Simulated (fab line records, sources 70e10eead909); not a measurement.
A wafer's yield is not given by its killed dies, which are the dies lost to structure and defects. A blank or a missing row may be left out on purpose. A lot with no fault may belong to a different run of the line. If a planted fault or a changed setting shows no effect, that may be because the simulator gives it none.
Which tool did it? ; flow nand_harc ; 33 wafers from 11 lots sampled at 6 of the route's 1302 steps

WHAT THE GAUGES READ, wafer by wafer
NHARC_P_ZERO_WELL_CD_MEAS_24: the cd target is 720 nm. Usual: cd_nm 720.4 nm, standard deviation 1.6.
lot;measured;on;cd_nm (nm);flag
L628;day 1 18:31;cd_sem-02;723.9 721.9 718.8;
L629;day 2 04:21;cd_sem-02;720.4 720.7 720.1;
L632;day 3 10:37;cd_sem-03;- - -;OFF
L637;day 5 12:35;cd_sem-01;720.4 721.2 722.3;
L639;day 6 08:31;cd_sem-01;720.8 719.4 721.6;
L640;day 6 18:28;cd_sem-01;715.6 720.3 720.3;
L642;day 7 14:44;cd_sem-03;716.7 719.0 720.1;
L644;day 8 10:46;cd_sem-03;720.7 719.7 720.1;
L645;day 8 20:28;cd_sem-01;717.3 718.1 719.2;
L647;day 9 16:35;cd_sem-01;720.8 720.6 721.9;
L649;day 10 12:27;cd_sem-01;720.2 722.2 717.8;

NHARC_END_SORT_01. Usual: killed_at_array 62, standard deviation 18; killed_at_other 0.9, standard deviation 1.2; killed_at_periphery 4.2, standard deviation 2.9; killed_dies 67, standard deviation 17; killed_open 3.6, standard deviation 1.9; killed_short 2.5, standard deviation 1.6.
lot;measured;on;killed_at_array;killed_at_other;killed_at_periphery;killed_dies;killed_open;killed_short;flag
L628;day 26 02:20;prober-02;69 66 62;5 1 2;4 2 4;78 69 68;6 6 5;2 3 1;
L629;day 26 18:41;prober-02;73 75 71;1 1 0;13 9 9;87 85 80;3 6 5;4 2 4;
L632;day 26 09:37;prober-01;65 88 64;1 0 0;611 589 613;677 677 677;3 5 4;3 1 3;OFF
L637;day 27 23:32;prober-01;61 62 48;2 4 1;3 7 7;66 73 56;1 2 0;3 1 2;
L639;day 28 18:57;prober-01;71 80 67;0 0 0;7 7 6;78 87 73;2 3 2;3 2 2;
L640;day 29 03:32;prober-01;29 30 29;1 2 2;6 12 6;36 44 37;3 6 4;2 1 1;
L642;day 29 12:02;prober-01;28 31 33;0 0 0;5 7 8;33 38 41;1 1 6;4 1 3;
L644;day 30 15:34;prober-02;54 61 59;5 1 2;8 9 4;67 71 65;4 7 7;1 3 5;
L645;day 32 10:44;prober-02;36 46 40;0 1 1;4 5 5;40 52 46;7 3 4;4 3 3;
L647;day 32 18:28;prober-01;51 48 50;0 1 0;1 3 3;52 52 53;3 8 5;1 2 3;
L649;day 32 19:26;prober-02;55 68 60;1 1 2;2 3 5;58 72 67;1 2 6;4 5 6;

EACH LOT AND THE TOOL THAT RAN IT (in order: tool; ch and the chambers of the sampled wafers; start)
lot;NHARC_P_ZERO_WELL_EXPOSE_21;NHARC_P_ZERO_WELL_DESCUM_26;NHARC_P_ZERO_WELL_DESCUM_54;NHARC_P_ZERO_WELL_RTA_42
L628;krf_scanner-02 ch 0, day 1 18:22;rie_diel-08 ch 2,3, day 1 18:41;rie_diel-01 ch 0,1, day 1 21:58;rtp_anneal-02 ch 0, day 1 23:04
L629;krf_scanner-02 ch 0, day 2 04:12;rie_diel-07 ch 0,1, day 2 04:30;rie_diel-08 ch 0,1,2, day 2 13:07;rtp_anneal-02 ch 0, day 2 14:19
L632;krf_scanner-02 ch 0, day 3 10:27;rie_diel-01 ch 0,2,3, day 3 10:46;rie_diel-08 ch 1,3, day 3 14:03;rtp_anneal-01 ch 0, day 3 15:10
L637;krf_scanner-02 ch 0, day 5 12:25;rie_diel-01 ch 0,1,2, day 5 12:45;rie_diel-08 ch 1,2, day 5 15:53;rtp_anneal-01 ch 0, day 5 16:56
L639;krf_scanner-02 ch 0, day 6 08:21;rie_diel-01 ch 0,2,3, day 6 08:40;rie_diel-01 ch 0,2,3, day 6 11:58;rtp_anneal-01 ch 0, day 6 12:57
L640;krf_scanner-02 ch 0, day 6 18:19;rie_diel-08 ch 0,2, day 6 18:38;rie_diel-07 ch 1,3, day 6 21:56;rtp_anneal-01 ch 0, day 6 23:01
L642;krf_scanner-01 ch 0, day 7 14:35;rie_diel-01 ch 2,3, day 7 14:53;rie_diel-07 ch 1,2,3, day 7 18:10;rtp_anneal-01 ch 0, day 7 19:21
L644;krf_scanner-02 ch 0, day 8 10:37;rie_diel-08 ch 1,2,3, day 8 10:57;rie_diel-07 ch 1,2, day 8 14:04;rtp_anneal-01 ch 0, day 8 15:16
L645;krf_scanner-02 ch 0, day 8 20:19;rie_diel-01 ch 0,2,3, day 8 21:33;rie_diel-08 ch 0,2,3, day 9 00:50;rtp_anneal-02 ch 0, day 9 01:55
L647;krf_scanner-01 ch 0, day 9 16:26;rie_diel-07 ch 1,3, day 9 16:45;rie_diel-01 ch 2,3, day 9 20:02;rtp_anneal-02 ch 0, day 9 21:07
L649;krf_scanner-01 ch 0, day 10 12:17;rie_diel-01 ch 1,2,3, day 10 12:37;rie_diel-01 ch 0,1,3, day 10 15:44;rtp_anneal-02 ch 0, day 10 16:43
- NHARC_P_ZERO_WELL_EXPOSE_21: exposes mask P NWELL, target cd 720 nm.
- NHARC_P_ZERO_WELL_DESCUM_26: chemistry O2, time 3 s.
- NHARC_P_ZERO_WELL_DESCUM_54: chemistry O2, time 3 s.
- NHARC_P_ZERO_WELL_RTA_42: time 300 s.

AS READ BY THE TOOLS THEMSELVES (means over the sampled wafers that have a number; for cases with no such wafer, the mark the record gives instead)
NHARC_P_ZERO_WELL_DESCUM_26. Usual: drypump_motor_current_A 5.5 A, standard deviation 0.48; o2_flow_sccm 200.0 sccm, standard deviation 0.54; oes_product_au 1.001 a.u., standard deviation 0.0082; rf_vpp_V 57.8 V, standard deviation 0.9; showerhead_plenum_p_Torr 1.93 Torr, standard deviation 0.092; throttle_valve_pct 11.311 %, standard deviation 0.0096.
lot;tool;drypump_motor_current_A (A);o2_flow_sccm (sccm);oes_product_au (a.u.);rf_vpp_V (V);showerhead_plenum_p_Torr (Torr);throttle_valve_pct (%);flag
L628;rie_diel-08;6.0;200.2;1.003;57.4;1.86;11.309;
L629;rie_diel-07;5.4;199.9;1.002;58.5;1.86;11.312;
L632;rie_diel-01;5.4;199.7;0.994;58.6;1.99;11.311;
L637;rie_diel-01;5.5;200.2;0.996;57.8;1.92;11.315;
L639;rie_diel-01;5.4;199.5;1.000;58.2;1.98;11.311;
L640;rie_diel-08;5.4;200.4;1.000;58.3;1.93;11.317;
L642;rie_diel-01;5.8;200.3;0.992;58.9;2.03;11.299;
L644;rie_diel-08;5.8;199.9;1.002;58.3;1.86;11.313;
L645;rie_diel-01;5.4;199.9;1.003;58.2;1.98;11.313;
L647;rie_diel-07;5.0;200.3;1.006;57.3;1.83;11.316;
L649;rie_diel-01;5.7;199.8;1.005;58.9;1.94;11.308;

NHARC_P_ZERO_WELL_DESCUM_54. Usual: drypump_motor_current_A 5.5 A, standard deviation 0.49; o2_flow_sccm 200.1 sccm, standard deviation 0.91; oes_product_au 1.002 a.u., standard deviation 0.0096; rf_vpp_V 57.9 V, standard deviation 0.79; showerhead_plenum_p_Torr 1.92 Torr, standard deviation 0.091; throttle_valve_pct 11.311 %, standard deviation 0.0086.
lot;tool;drypump_motor_current_A (A);o2_flow_sccm (sccm);oes_product_au (a.u.);rf_vpp_V (V);showerhead_plenum_p_Torr (Torr);throttle_valve_pct (%);flag
L628;rie_diel-01;5.2;200.4;1.007;57.6;1.88;11.312;
L629;rie_diel-08;5.6;200.5;1.004;57.6;1.91;11.319;
L632;rie_diel-08;5.7;200.6;1.006;57.2;1.88;11.317;
L637;rie_diel-08;5.9;200.0;0.996;57.9;1.86;11.312;
L639;rie_diel-01;5.4;200.1;1.002;57.9;1.98;11.309;
L640;rie_diel-07;5.0;202.3;0.993;57.9;1.83;11.317;
L642;rie_diel-07;5.5;199.7;0.983;57.0;1.88;11.315;
L644;rie_diel-07;5.8;199.7;0.990;57.4;1.84;11.314;
L645;rie_diel-08;5.6;200.1;1.002;57.7;1.89;11.306;
L647;rie_diel-01;5.8;200.3;1.010;58.2;2.03;11.305;
L649;rie_diel-01;5.4;200.1;1.005;57.7;1.89;11.309;

NHARC_P_ZERO_WELL_RTA_42. Usual: anneal_temp_c_max 1104.9, standard deviation 1; lamp_power_pct 41.9 %, standard deviation 0.72; lamp_zone_5_pct 41.9 %, standard deviation 0.72; wafer_temp_C_max 1105.7, standard deviation 1.5.
lot;tool;anneal_temp_c_max;lamp_power_pct (%);lamp_zone_5_pct (%);wafer_temp_C_max;flag
L628;rtp_anneal-02;1106.2;42.8;42.8;1104.2;
L629;rtp_anneal-02;1106.0;42.9;42.9;1105.3;
L632;rtp_anneal-01;1105.4;41.4;41.4;1106.9;
L637;rtp_anneal-01;1104.7;41.4;41.4;1106.3;
L639;rtp_anneal-01;1104.5;41.4;41.4;1106.1;
L640;rtp_anneal-01;1104.5;41.4;41.4;1105.7;
L642;rtp_anneal-01;1105.9;41.4;41.5;1105.9;
L644;rtp_anneal-01;1103.9;41.4;41.4;1107.4;
L645;rtp_anneal-02;1105.0;42.9;42.9;1104.8;
L647;rtp_anneal-02;1104.6;42.9;42.9;1104.0;
L649;rtp_anneal-02;1104.6;42.8;42.8;1104.1;

THE ANSWER, worked out from the rows above alone
Rule: take the mean of a lot's wafers that have a number; if it is more than 3 standard deviations from the usual mean, the lot is off. A lot without any number at a reading at which 4 lots or more have one is off too. The other lots that the step has rows for count as sound. After the gauges, taken in route order, come the tools' own readings; for these a lot's mean is taken, as printed above. At the first step where some lot is off, the reading lying furthest off is the one used; lots without a number count as furthest.
Off, at NHARC_P_ZERO_WELL_CD_MEAS_24 on cd_nm: L632. Without a number there: L632.
A tool fits if, at a process step before that reading, it ran every lot that is off, and no sound lot after the first of them. The gauges at NHARC_P_ZERO_WELL_CD_MEAS_24 aren't tried: what is off there is off at NHARC_END_SORT_01 too, on other tools, and a gauge's error can't cause that. No candidate that was tried fits.

WHAT THE SIMULATOR HAD INSERTED
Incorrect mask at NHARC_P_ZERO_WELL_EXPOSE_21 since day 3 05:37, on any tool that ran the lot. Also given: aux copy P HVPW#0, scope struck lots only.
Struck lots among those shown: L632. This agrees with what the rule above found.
